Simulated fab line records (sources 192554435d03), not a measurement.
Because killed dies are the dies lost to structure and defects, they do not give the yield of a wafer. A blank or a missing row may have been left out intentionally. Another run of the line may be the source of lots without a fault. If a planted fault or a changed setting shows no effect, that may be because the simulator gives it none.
Matching of chambers / flow n5 finfet / cvd co-02 running N5_BEOL_M1_CO_CAP_55: 3 sister chambers
The step material Co, precursor CCTBA/H2, target thk 2 nm, time 102.1 s. 6 wafers are shown with their chamber, then 12 later ones without.

== WAFERS PAIRED WITH THEIR CHAMBERS ==
wafer=L088.1; chamber=0; heater power w (W)=201
wafer=L091.5; chamber=1; heater power w (W)=289
wafer=L091.6; chamber=0; heater power w (W)=202
wafer=L090.2; chamber=2; heater power w (W)=269
wafer=L090.5; chamber=2; heater power w (W)=265
wafer=L090.6; chamber=1; heater power w (W)=280

== WAFERS MISSING THEIR CHAMBER ==
wafer=L092.1; heater power w (W)=257
wafer=L092.4; heater power w (W)=203
wafer=L092.6; heater power w (W)=281
wafer=L095.1; heater power w (W)=209
wafer=L095.2; heater power w (W)=256
wafer=L095.4; heater power w (W)=195
wafer=L096.2; heater power w (W)=200
wafer=L096.4; heater power w (W)=204
wafer=L096.5; heater power w (W)=266
wafer=L097.1; heater power w (W)=202
wafer=L097.2; heater power w (W)=261
wafer=L097.5; heater power w (W)=274

== WHICH CHAMBER EACH WENT THROUGH ==
wafer=L092.1; from the rows above=2; in truth=2
wafer=L092.4; from the rows above=0; in truth=0
wafer=L092.6; from the rows above=1; in truth=1
wafer=L095.1; from the rows above=0; in truth=0
wafer=L095.2; from the rows above=2; in truth=2
wafer=L095.4; from the rows above=0; in truth=0
wafer=L096.2; from the rows above=0; in truth=0
wafer=L096.4; from the rows above=0; in truth=0
wafer=L096.5; from the rows above=2; in truth=2
wafer=L097.1; from the rows above=0; in truth=0
wafer=L097.2; from the rows above=2; in truth=2
wafer=L097.5; from the rows above=can't be placed: 2 or 1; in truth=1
Correctly placed: 11 of 12. Not placeable from these rows: 1 (in 1, the candidates include the true chamber). Wrongly placed: 0.
How it was worked out, from the rows above alone: a wafer's distance from a chamber is the root of the sum, over the readings, of the square of ((its reading less the chamber's mean) divided by the reading's scatter). If the next closest chamber is less than 2 further off than the closest, the wafer can't be placed; otherwise it belongs to the closest. A chamber's mean is the mean of its shown wafers. The scatter is the square root of a quotient: the sum, over the shown wafers, of each reading's squared deviation from its chamber's mean, divided by wafers minus chambers.
